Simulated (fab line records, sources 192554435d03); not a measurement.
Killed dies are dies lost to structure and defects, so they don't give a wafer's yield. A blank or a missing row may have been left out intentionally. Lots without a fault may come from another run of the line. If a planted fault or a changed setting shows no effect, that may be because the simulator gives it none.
The tool behind it: which one? :: flow n5 finfet :: 12 lots with 36 wafers sampled at 3 steps, on a route of 1938 steps

WHAT THE GAUGES SHOWED, per wafer
N5_BEOL_M14_RS_MEAS_54: measures by four-point-probe.
lot: L075
measured: day 12 23:44
on: film metro-01
M14_RS (ohm/sq): 0.0344 0.0338 0.0332

lot: L076
measured: day 13 20:31
on: film metro-01
M14_RS (ohm/sq): 0.0337 0.0329 0.0337

lot: L079
measured: day 14 01:26
on: film metro-01
M14_RS (ohm/sq): 0.0339 0.0325 0.0331

lot: L081
measured: day 14 18:15
on: film metro-02
M14_RS (ohm/sq): 0.0343 0.0339 0.0336

lot: L083
measured: day 15 04:03
on: film metro-02
M14_RS (ohm/sq): 0.0340 0.0328 0.0327

lot: L084
measured: day 15 10:11
on: film metro-01
M14_RS (ohm/sq): 0.0334 0.0332 0.0330

lot: L087
measured: day 16 05:51
on: film metro-02
M14_RS (ohm/sq): 0.0345 0.0336 0.0331

lot: L089
measured: day 16 12:55
on: film metro-01
M14_RS (ohm/sq): 0.0335 0.0334 0.0331

lot: L092
measured: day 17 07:50
on: film metro-01
M14_RS (ohm/sq): 0.0328 0.0329 0.0330

lot: L091
measured: day 17 08:03
on: film metro-01
M14_RS (ohm/sq): 0.0330 0.0331 0.0331

lot: L095
measured: day 17 21:38
on: film metro-01
M14_RS (ohm/sq): 0.0335 0.0325 0.0329

lot: L096
measured: day 18 22:19
on: film metro-02
M14_RS (ohm/sq): 0.0322 0.0335 0.0335

WHICH TOOL RAN EACH LOT (tool, then ch and the chambers of the sampled wafers, then the start)
lot: L075
N5_BEOL_M14_CMP_49: cmp-04 ch 1,3, day 12 23:19
N5_BEOL_M14_DEP_53: pecvd-01 ch 1,2, day 12 23:40

lot: L076
N5_BEOL_M14_CMP_49: cmp-02 ch 1,2,3, day 13 20:06
N5_BEOL_M14_DEP_53: pecvd-03 ch 0,1,2, day 13 20:27

lot: L079
N5_BEOL_M14_CMP_49: cmp-01 ch 0,1,2, day 14 00:59
N5_BEOL_M14_DEP_53: pecvd-01 ch 0,1,2, day 14 01:22

lot: L081
N5_BEOL_M14_CMP_49: cmp-01 ch 0,2,3, day 14 17:50
N5_BEOL_M14_DEP_53: pecvd-04 ch 0,2, day 14 18:10

lot: L083
N5_BEOL_M14_CMP_49: cmp-01 ch 0,2,3, day 15 03:38
N5_BEOL_M14_DEP_53: pecvd-01 ch 0,1,2, day 15 03:59

lot: L084
N5_BEOL_M14_CMP_49: cmp-04 ch 0,1,3, day 15 09:47
N5_BEOL_M14_DEP_53: pecvd-03 ch 0,1, day 15 10:06

lot: L087
N5_BEOL_M14_CMP_49: cmp-01 ch 2,3, day 16 05:28
N5_BEOL_M14_DEP_53: pecvd-04 ch 0,1, day 16 05:47

lot: L089
N5_BEOL_M14_CMP_49: cmp-02 ch 0,1,3, day 16 12:29
N5_BEOL_M14_DEP_53: pecvd-01 ch 0,1,2, day 16 12:50

lot: L092
N5_BEOL_M14_CMP_49: cmp-02 ch 1,2, day 17 07:24
N5_BEOL_M14_DEP_53: pecvd-03 ch 0,1, day 17 07:46

lot: L091
N5_BEOL_M14_CMP_49: cmp-02 ch 0,3, day 17 07:38
N5_BEOL_M14_DEP_53: pecvd-04 ch 0,1,2, day 17 07:59

lot: L095
N5_BEOL_M14_CMP_49: cmp-02 ch 1,2, day 17 21:13
N5_BEOL_M14_DEP_53: pecvd-03 ch 0,2, day 17 21:34

lot: L096
N5_BEOL_M14_CMP_49: cmp-04 ch 0,2,3, day 18 21:53
N5_BEOL_M14_DEP_53: pecvd-04 ch 0,1,2, day 18 22:15
- N5_BEOL_M14_CMP_49: polishes, stops on SiO2, t overpolish 5.2 s, target thk 560 nm.
- N5_BEOL_M14_DEP_53: deposits SiCN from 3MS/NH3, target thk 50 nm, time 17.8 s.

THE ANSWER, worked out from the rows above alone
Rule: usual is defined by the lots themselves. The widest of any qualifying gaps counts: lots, ordered by their means at a reading, are off when they make up no more than a third of the lots, leave a main group of 4 or more, and stand apart from it by 3 or more times the standard deviation of that group's means. If all means in a main group match to the digits the tables above print for the reading, that group is not used. Also off: a lot with no number at a reading for which 4 or more lots have one. Where the step has rows for the other lots, those lots are counted as sound.
No lot is off on any of the readings shown, so nothing can be concluded from this.

WHAT WAS PUT IN BY THE SIMULATOR
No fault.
